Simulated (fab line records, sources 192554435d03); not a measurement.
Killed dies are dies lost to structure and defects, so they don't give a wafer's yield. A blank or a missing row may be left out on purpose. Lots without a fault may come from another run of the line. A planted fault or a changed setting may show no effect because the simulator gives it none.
Which tool did it? | flow n5_finfet | 24 lots, 72 wafers sampled, at 6 steps of a route of 1938

WHAT THE GAUGES READ, wafer by wafer
The record holds no reading of a measuring or inspecting step that can be judged against a usual standard deviation.

WHICH TOOL RAN EACH LOT (tool, then ch and the chambers of the sampled wafers, then the start)
lot  | N5_BEOL_M4_STRIP_19                | N5_BEOL_M4_ANNEAL_89         | N5_BEOL_M4_PRE_CLEAN_60          | N5_BEOL_M5_STRIP_64                | N5_BEOL_M5_DESCUM_33               | N5_BEOL_M5_ANNEAL_82
L074 | rie_diel-05 ch 0,1,3, day 8 06:15  | pvd_sputter-02, day 8 10:59  | cvd_co-02 ch 0,1,2, day 8 12:36  | rie_diel-06 ch 1,2,3, day 8 16:35  | rie_diel-01 ch 0,2,3, day 8 17:40  | pvd_sputter-02, day 8 21:53
L075 | rie_diel-04 ch 0,1, day 8 06:32    | pvd_sputter-02, day 8 16:36  | cvd_co-02 ch 1,2, day 8 18:28    | rie_diel-06 ch 0,1,3, day 8 21:22  | rie_diel-01 ch 0,1, day 9 03:34    | pvd_sputter-03, day 9 06:35
L076 | rie_diel-05 ch 0,1,2, day 8 07:00  | pvd_sputter-02, day 8 18:29  | cvd_co-01 ch 1,2, day 8 20:06    | rie_diel-06 ch 0,1,2, day 8 22:45  | rie_diel-03 ch 0,2,3, day 9 03:47  | pvd_sputter-01, day 9 07:51
L077 | rie_diel-05 ch 0,1,3, day 8 16:25  | pvd_sputter-01, day 9 16:20  | cvd_co-02 ch 0,2, day 9 17:58    | rie_diel-01 ch 2,3, day 9 22:32    | rie_diel-01 ch 1,2,3, day 9 23:15  | pvd_sputter-03, day 10 02:56
L078 | rie_diel-05 ch 2,3, day 8 16:40    | pvd_sputter-03, day 9 18:47  | cvd_co-01 ch 0,1, day 9 20:46    | rie_diel-03 ch 1,2, day 10 00:16   | rie_diel-01 ch 1,2, day 10 02:22   | pvd_sputter-01, day 10 09:23
L079 | rie_diel-05 ch 0,1,3, day 8 20:24  | pvd_sputter-01, day 9 14:29  | cvd_co-02 ch 0,1, day 9 16:07    | rie_diel-01 ch 1,2, day 9 19:14    | rie_diel-03 ch 0,1, day 9 22:09    | pvd_sputter-01, day 10 01:08
L080 | rie_diel-04 ch 0,1,2, day 9 17:42  | pvd_sputter-02, day 10 12:44 | cvd_co-01 ch 0,1, day 10 14:34   | rie_diel-03 ch 0,1,2, day 10 18:56 | rie_diel-03 ch 0,1, day 10 22:30   | pvd_sputter-01, day 11 01:45
L081 | rie_diel-05 ch 0,3, day 9 19:01    | pvd_sputter-01, day 10 22:01 | cvd_co-01 ch 1,2, day 10 23:39   | rie_diel-03 ch 0,3, day 11 03:36   | rie_diel-03 ch 0,1, day 11 04:55   | pvd_sputter-03, day 11 09:18
L082 | rie_diel-04 ch 0,1,3, day 10 04:58 | pvd_sputter-02, day 10 20:20 | cvd_co-02 ch 1,2, day 10 22:07   | rie_diel-03 ch 0,3, day 11 02:52   | rie_diel-06 ch 0,2,3, day 11 04:56 | pvd_sputter-02, day 11 08:41
L084 | rie_diel-05 ch 0,1,2, day 10 18:26 | pvd_sputter-02, day 11 05:45 | cvd_co-01 ch 0,2, day 11 07:22   | rie_diel-03 ch 0,2, day 11 11:27   | rie_diel-01 ch 0,1,3, day 11 12:26 | pvd_sputter-02, day 11 15:18
L085 | rie_diel-04 ch 0,1, day 10 18:52   | pvd_sputter-03, day 12 00:23 | cvd_co-02 ch 0,1,2, day 12 02:00 | rie_diel-06 ch 0,3, day 12 06:54   | rie_diel-01 ch 0,3, day 12 10:01   | pvd_sputter-01, day 12 13:56
L086 | rie_diel-05 ch 0,1, day 10 19:10   | pvd_sputter-01, day 11 07:13 | cvd_co-01 ch 1,2, day 11 08:53   | rie_diel-06 ch 1,2,3, day 11 12:16 | rie_diel-06 ch 1,2,3, day 11 16:22 | pvd_sputter-03, day 11 19:59
L083 | rie_diel-02 ch 2,3, day 10 20:08   | pvd_sputter-01, day 12 01:10 | cvd_co-01 ch 0,1, day 12 02:48   | rie_diel-03 ch 0,1,3, day 12 07:11 | rie_diel-03 ch 0,1,2, day 12 10:12 | pvd_sputter-03, day 12 14:34
L088 | rie_diel-02 ch 0,3, day 11 08:58   | pvd_sputter-03, day 12 06:00 | cvd_co-01 ch 1,2, day 12 07:40   | rie_diel-06 ch 0,2, day 12 11:11   | rie_diel-03 ch 0,1, day 12 12:44   | pvd_sputter-02, day 12 18:24
L087 | rie_diel-02 ch 1,2,3, day 11 11:45 | pvd_sputter-01, day 12 08:54 | cvd_co-02 ch 0,1,2, day 12 10:37 | rie_diel-03 ch 0,1,2, day 12 14:25 | rie_diel-03 ch 0,1, day 12 16:15   | pvd_sputter-03, day 12 19:35
L090 | rie_diel-05 ch 0,1, day 11 22:36   | pvd_sputter-01, day 12 10:44 | cvd_co-01 ch 0,1,2, day 12 12:22 | rie_diel-03 ch 1,2, day 12 17:37   | rie_diel-06 ch 0,1,2, day 12 22:54 | pvd_sputter-03, day 13 01:49
L089 | rie_diel-05 ch 0,2,3, day 12 00:33 | pvd_sputter-03, day 12 12:12 | cvd_co-01 ch 0,1,2, day 12 13:49 | rie_diel-01 ch 1,2,3, day 12 18:07 | rie_diel-01 ch 2,3, day 12 22:37   | pvd_sputter-02, day 13 01:33
L091 | rie_diel-04 ch 0,2,3, day 12 11:55 | pvd_sputter-02, day 13 12:29 | cvd_co-02 ch 0,1,2, day 13 14:12 | rie_diel-03 ch 0,2, day 13 18:04   | rie_diel-01 ch 1,3, day 13 19:34   | pvd_sputter-03, day 13 22:48
L092 | rie_diel-02 ch 0,1,2, day 12 17:40 | pvd_sputter-03, day 13 12:13 | cvd_co-01 ch 1,2, day 13 13:57   | rie_diel-06 ch 1,2,3, day 13 17:23 | rie_diel-01 ch 0,1, day 13 19:06   | pvd_sputter-01, day 13 22:05
L093 | rie_diel-05 ch 0,1,3, day 13 06:32 | pvd_sputter-03, day 13 15:17 | cvd_co-01 ch 0,1,2, day 13 16:59 | rie_diel-01 ch 0,1,3, day 13 20:36 | rie_diel-01 ch 0,3, day 13 21:22   | pvd_sputter-02, day 14 01:54
L094 | rie_diel-05 ch 0,1,3, day 13 07:04 | pvd_sputter-02, day 13 15:27 | cvd_co-01 ch 0,1, day 13 17:12   | rie_diel-01 ch 1,3, day 13 20:53   | rie_diel-06 ch 0,1,3, day 14 00:59 | pvd_sputter-01, day 14 04:34
L095 | rie_diel-02 ch 0,1,2, day 13 14:07 | pvd_sputter-02, day 13 23:32 | cvd_co-02 ch 1,2, day 14 01:10   | rie_diel-01 ch 1,3, day 14 06:26   | rie_diel-01 ch 0,1,3, day 14 07:14 | pvd_sputter-03, day 14 10:26
L096 | rie_diel-04 ch 0,1,3, day 13 14:10 | pvd_sputter-01, day 14 15:39 | cvd_co-02 ch 0,1,2, day 14 19:40 | rie_diel-01 ch 0,2,3, day 15 00:00 | rie_diel-03 ch 1,2,3, day 15 03:02 | pvd_sputter-01, day 15 05:47
L097 | rie_diel-05 ch 0,2, day 14 01:25   | pvd_sputter-01, day 14 19:25 | cvd_co-02 ch 1,2, day 14 22:22   | rie_diel-06 ch 0,2, day 15 03:20   | rie_diel-06 ch 0,1, day 15 07:20   | pvd_sputter-01, day 15 10:44
- N5_BEOL_M4_STRIP_19: strips in O2.
- N5_BEOL_M4_ANNEAL_89: time 240 s.
- N5_BEOL_M4_PRE_CLEAN_60: time 15 s.
- N5_BEOL_M5_STRIP_64: strips in CF4.
- N5_BEOL_M5_DESCUM_33: chemistry O2, time 7 s.
- N5_BEOL_M5_ANNEAL_82: time 1800 s.

WHAT THE TOOLS THEMSELVES READ (means of the sampled wafers that have a number; where no wafer has one, the mark that the record gives instead)
N5_BEOL_M4_STRIP_19.
lot  | tool        | drypump_motor_current_A (A) | oes_product_au (a.u.) | rf_vpp_V (V) | showerhead_plenum_p_Torr (Torr) | temp_c (C) | throttle_valve_pct (%)
L074 | rie_diel-05 | 5.7                         | 0.74                  | 3.9          | 2.09                            | 40.02      | 16.73
L075 | rie_diel-04 | 6.2                         | 0.78                  | 3.9          | 2.07                            | 39.98      | 16.50
L076 | rie_diel-05 | 5.6                         | 0.81                  | 3.3          | 2.11                            | 39.90      | 16.58
L077 | rie_diel-05 | 5.7                         | 0.73                  | 3.9          | 2.09                            | 40.09      | 16.73
L078 | rie_diel-05 | 6.1                         | 0.77                  | 3.4          | 2.19                            | 39.93      | 16.79
L079 | rie_diel-05 | 5.7                         | 0.73                  | 3.6          | 2.09                            | 39.92      | 16.74
L080 | rie_diel-04 | 6.2                         | 0.82                  | 3.9          | 2.08                            | 40.12      | 16.59
L081 | rie_diel-05 | 5.8                         | 0.73                  | 3.2          | 2.17                            | 40.17      | 16.67
L082 | rie_diel-04 | 6.1                         | 0.77                  | 4.0          | 2.10                            | 40.00      | 16.56
L084 | rie_diel-05 | 5.6                         | 0.78                  | 3.5          | 2.11                            | 39.99      | 16.62
L085 | rie_diel-04 | 6.3                         | 0.81                  | 3.4          | 2.14                            | 39.99      | 16.50
L086 | rie_diel-05 | 5.5                         | 0.75                  | 3.8          | 2.00                            | 40.16      | 16.71
L083 | rie_diel-02 | 6.1                         | 0.80                  | 3.0          | 2.12                            | 39.96      | 16.50
L088 | rie_diel-02 | 5.7                         | 0.75                  | 3.7          | 2.18                            | 40.02      | 16.51
L087 | rie_diel-02 | 5.9                         | 0.82                  | 4.0          | 2.14                            | 39.92      | 16.53
L090 | rie_diel-05 | 5.4                         | 0.74                  | 3.7          | 2.00                            | 39.88      | 16.72
L089 | rie_diel-05 | 5.9                         | 0.85                  | 3.6          | 2.18                            | 39.95      | 16.54
L091 | rie_diel-04 | 6.1                         | 0.79                  | 3.7          | 2.10                            | 40.00      | 16.66
L092 | rie_diel-02 | 5.7                         | 0.84                  | 3.3          | 2.15                            | 40.05      | 16.50
L093 | rie_diel-05 | 5.7                         | 0.79                  | 3.5          | 2.08                            | 39.95      | 16.63
L094 | rie_diel-05 | 5.7                         | 0.79                  | 3.8          | 2.08                            | 39.89      | 16.64
L095 | rie_diel-02 | 5.7                         | 0.82                  | 3.6          | 2.15                            | 40.07      | 16.50
L096 | rie_diel-04 | 6.2                         | 0.84                  | 3.4          | 2.17                            | 40.06      | 16.46
L097 | rie_diel-05 | 5.7                         | 0.80                  | 3.7          | 2.20                            | 39.94      | 16.59

N5_BEOL_M4_ANNEAL_89.
lot  | tool           | heater_power_w (W)
L074 | pvd_sputter-02 | 897
L075 | pvd_sputter-02 | 820
L076 | pvd_sputter-02 | 757
L077 | pvd_sputter-01 | 788
L078 | pvd_sputter-03 | 782
L079 | pvd_sputter-01 | 803
L080 | pvd_sputter-02 | 846
L081 | pvd_sputter-01 | 810
L082 | pvd_sputter-02 | 778
L084 | pvd_sputter-02 | 907
L085 | pvd_sputter-03 | 820
L086 | pvd_sputter-01 | 765
L083 | pvd_sputter-01 | 772
L088 | pvd_sputter-03 | 772
L087 | pvd_sputter-01 | 821
L090 | pvd_sputter-01 | 826
L089 | pvd_sputter-03 | 773
L091 | pvd_sputter-02 | 871
L092 | pvd_sputter-03 | 739
L093 | pvd_sputter-03 | 805
L094 | pvd_sputter-02 | 829
L095 | pvd_sputter-02 | 765
L096 | pvd_sputter-01 | 803
L097 | pvd_sputter-01 | 847

N5_BEOL_M4_PRE_CLEAN_60.
lot  | tool      | heater_power_w (W)
L074 | cvd_co-02 | 81
L075 | cvd_co-02 | 83
L076 | cvd_co-01 | 104
L077 | cvd_co-02 | 66
L078 | cvd_co-01 | 71
L079 | cvd_co-02 | 94
L080 | cvd_co-01 | 72
L081 | cvd_co-01 | 104
L082 | cvd_co-02 | 83
L084 | cvd_co-01 | 104
L085 | cvd_co-02 | 83
L086 | cvd_co-01 | 105
L083 | cvd_co-01 | 72
L088 | cvd_co-01 | 114
L087 | cvd_co-02 | 81
L090 | cvd_co-01 | 94
L089 | cvd_co-01 | 94
L091 | cvd_co-02 | 82
L092 | cvd_co-01 | 104
L093 | cvd_co-01 | 94
L094 | cvd_co-01 | 81
L095 | cvd_co-02 | 71
L096 | cvd_co-02 | 82
L097 | cvd_co-02 | 71

N5_BEOL_M5_STRIP_64.
lot  | tool        | bias_power_w (W) | drypump_motor_current_A (A) | oes_product_au (a.u.) | rf_vpp_V (V) | showerhead_plenum_p_Torr (Torr) | throttle_valve_pct (%)
L074 | rie_diel-06 | 75.02            | 5.68                        | 0.79                  | 271.4        | 1.81                            | 13.40
L075 | rie_diel-06 | 74.93            | 5.49                        | 0.82                  | 271.2        | 1.79                            | 13.37
L076 | rie_diel-06 | 74.93            | 5.78                        | 0.84                  | 273.0        | 1.84                            | 13.26
L077 | rie_diel-01 | 75.02            | 5.67                        | 0.72                  | 270.2        | 1.76                            | 13.65
L078 | rie_diel-03 | 75.07            | 5.27                        | 0.74                  | 270.7        | 1.75                            | 13.82
L079 | rie_diel-01 | 74.80            | 5.64                        | 0.70                  | 271.4        | 1.79                            | 13.79
L080 | rie_diel-03 | 74.89            | 5.36                        | 0.73                  | 269.0        | 1.74                            | 13.67
L081 | rie_diel-03 | 74.98            | 5.61                        | 0.70                  | 270.6        | 1.77                            | 13.70
L082 | rie_diel-03 | 74.83            | 5.65                        | 0.70                  | 270.4        | 1.77                            | 13.83
L084 | rie_diel-03 | 75.20            | 5.46                        | 0.71                  | 270.7        | 1.77                            | 13.75
L085 | rie_diel-06 | 74.96            | 5.33                        | 0.78                  | 270.2        | 1.77                            | 13.44
L086 | rie_diel-06 | 74.82            | 5.67                        | 0.77                  | 270.9        | 1.80                            | 13.45
L083 | rie_diel-03 | 75.00            | 5.49                        | 0.71                  | 269.0        | 1.73                            | 13.66
L088 | rie_diel-06 | 75.02            | 5.62                        | 0.81                  | 272.1        | 1.83                            | 13.32
L087 | rie_diel-03 | 74.80            | 5.35                        | 0.72                  | 270.2        | 1.73                            | 13.70
L090 | rie_diel-03 | 74.99            | 5.23                        | 0.73                  | 269.6        | 1.69                            | 13.65
L089 | rie_diel-01 | 75.13            | 5.64                        | 0.70                  | 270.5        | 1.78                            | 13.67
L091 | rie_diel-03 | 74.81            | 5.43                        | 0.70                  | 270.7        | 1.77                            | 13.80
L092 | rie_diel-06 | 74.93            | 5.67                        | 0.76                  | 270.6        | 1.80                            | 13.48
L093 | rie_diel-01 | 75.15            | 5.44                        | 0.73                  | 271.6        | 1.79                            | 13.66
L094 | rie_diel-01 | 75.03            | 5.60                        | 0.70                  | 271.9        | 1.80                            | 13.68
L095 | rie_diel-01 | 75.04            | 5.64                        | 0.71                  | 270.7        | 1.76                            | 13.55
L096 | rie_diel-01 | 74.89            | 5.47                        | 0.82                  | 270.6        | 1.76                            | 13.50
L097 | rie_diel-06 | 75.08            | 5.62                        | 0.78                  | 272.0        | 1.83                            | 13.37

N5_BEOL_M5_DESCUM_33.
lot  | tool        | bias_power_w (W) | drypump_motor_current_A (A) | oes_product_au (a.u.) | rf_vpp_V (V) | showerhead_plenum_p_Torr (Torr) | temp_c (C) | throttle_valve_pct (%)
L074 | rie_diel-01 | 19.93            | 5.47                        | 0.77                  | 242.4        | 2.07                            | 40.04      | 20.43
L075 | rie_diel-01 | 19.99            | 5.41                        | 0.75                  | 243.9        | 2.15                            | 40.07      | 20.53
L076 | rie_diel-03 | 20.00            | 5.51                        | 0.72                  | 242.7        | 2.08                            | 39.99      | 20.64
L077 | rie_diel-01 | 20.03            | 5.65                        | 0.72                  | 242.4        | 2.08                            | 39.94      | 20.40
L078 | rie_diel-01 | 20.04            | 5.61                        | 0.71                  | 244.0        | 2.13                            | 40.05      | 20.53
L079 | rie_diel-03 | 19.95            | 5.36                        | 0.76                  | 241.0        | 1.97                            | 39.98      | 20.19
L080 | rie_diel-03 | 20.01            | 5.35                        | 0.74                  | 240.9        | 1.97                            | 39.93      | 20.20
L081 | rie_diel-03 | 19.98            | 5.32                        | 0.74                  | 241.3        | 1.97                            | 40.08      | 20.19
L082 | rie_diel-06 | 20.01            | 5.50                        | 0.78                  | 243.0        | 2.10                            | 40.02      | 20.27
L084 | rie_diel-01 | 20.00            | 5.45                        | 0.75                  | 242.5        | 2.09                            | 39.98      | 20.41
L085 | rie_diel-01 | 19.96            | 5.26                        | 0.78                  | 242.8        | 2.07                            | 39.82      | 20.46
L086 | rie_diel-06 | 20.01            | 5.65                        | 0.78                  | 243.1        | 2.10                            | 40.02      | 20.26
L083 | rie_diel-03 | 20.03            | 5.38                        | 0.72                  | 241.6        | 2.02                            | 40.01      | 20.48
L088 | rie_diel-03 | 19.96            | 5.43                        | 0.72                  | 241.7        | 2.01                            | 40.05      | 20.26
L087 | rie_diel-03 | 20.05            | 5.34                        | 0.73                  | 241.5        | 1.96                            | 39.89      | 20.22
L090 | rie_diel-06 | 20.02            | 5.81                        | 0.82                  | 243.2        | 2.14                            | 39.92      | 20.16
L089 | rie_diel-01 | 20.00            | 5.68                        | 0.71                  | 241.5        | 2.04                            | 39.98      | 20.46
L091 | rie_diel-01 | 20.00            | 5.62                        | 0.70                  | 242.8        | 2.10                            | 40.04      | 20.40
L092 | rie_diel-01 | 20.07            | 5.42                        | 0.72                  | 244.4        | 2.14                            | 39.99      | 20.57
L093 | rie_diel-01 | 20.02            | 5.47                        | 0.75                  | 242.3        | 2.04                            | 40.08      | 20.30
L094 | rie_diel-06 | 19.98            | 5.50                        | 0.79                  | 243.0        | 2.07                            | 40.14      | 20.29
L095 | rie_diel-01 | 19.96            | 5.42                        | 0.73                  | 243.3        | 2.08                            | 40.01      | 20.43
L096 | rie_diel-03 | 20.01            | 5.41                        | 0.79                  | 241.7        | 2.01                            | 40.01      | 20.54
L097 | rie_diel-06 | 20.06            | 5.63                        | 0.82                  | 243.2        | 2.12                            | 39.91      | 20.21

N5_BEOL_M5_ANNEAL_82.
lot  | tool           | heater_power_w (W)
L074 | pvd_sputter-02 | 904
L075 | pvd_sputter-03 | 799
L076 | pvd_sputter-01 | 760
L077 | pvd_sputter-03 | 776
L078 | pvd_sputter-01 | 825
L079 | pvd_sputter-01 | 822
L080 | pvd_sputter-01 | 774
L081 | pvd_sputter-03 | 776
L082 | pvd_sputter-02 | 841
L084 | pvd_sputter-02 | 858
L085 | pvd_sputter-01 | 819
L086 | pvd_sputter-03 | 785
L083 | pvd_sputter-03 | 841
L088 | pvd_sputter-02 | 845
L087 | pvd_sputter-03 | 784
L090 | pvd_sputter-03 | 771
L089 | pvd_sputter-02 | 842
L091 | pvd_sputter-03 | 815
L092 | pvd_sputter-01 | 845
L093 | pvd_sputter-02 | 835
L094 | pvd_sputter-01 | 807
L095 | pvd_sputter-03 | 847
L096 | pvd_sputter-01 | 819
L097 | pvd_sputter-01 | 811

THE ANSWER, worked out from the rows above alone
Rule: what is usual is taken from the lots themselves. Put in order of their means at a reading, lots are off if they are a third of the lots or fewer, leave a main group of 4 or more, and stand apart from it by a gap of 3 or more times the standard deviation of the main group's means; of several such gaps the widest counts. A main group whose means are all the same, to the digits that the tables above print for the reading, isn't used. A lot without any number at a reading at which 4 lots or more have one is off too. The other lots that the step has rows for count as sound. The gauges are gone through in route order, then the tools' own readings, and for those a lot's mean is taken as printed above. The first step at which some lot is off is used, and at that step the reading that is off furthest; a lot without a number counts as furthest.
No lot is off at any reading shown: from this, nothing can be told.

WHAT THE SIMULATOR HAD PUT IN
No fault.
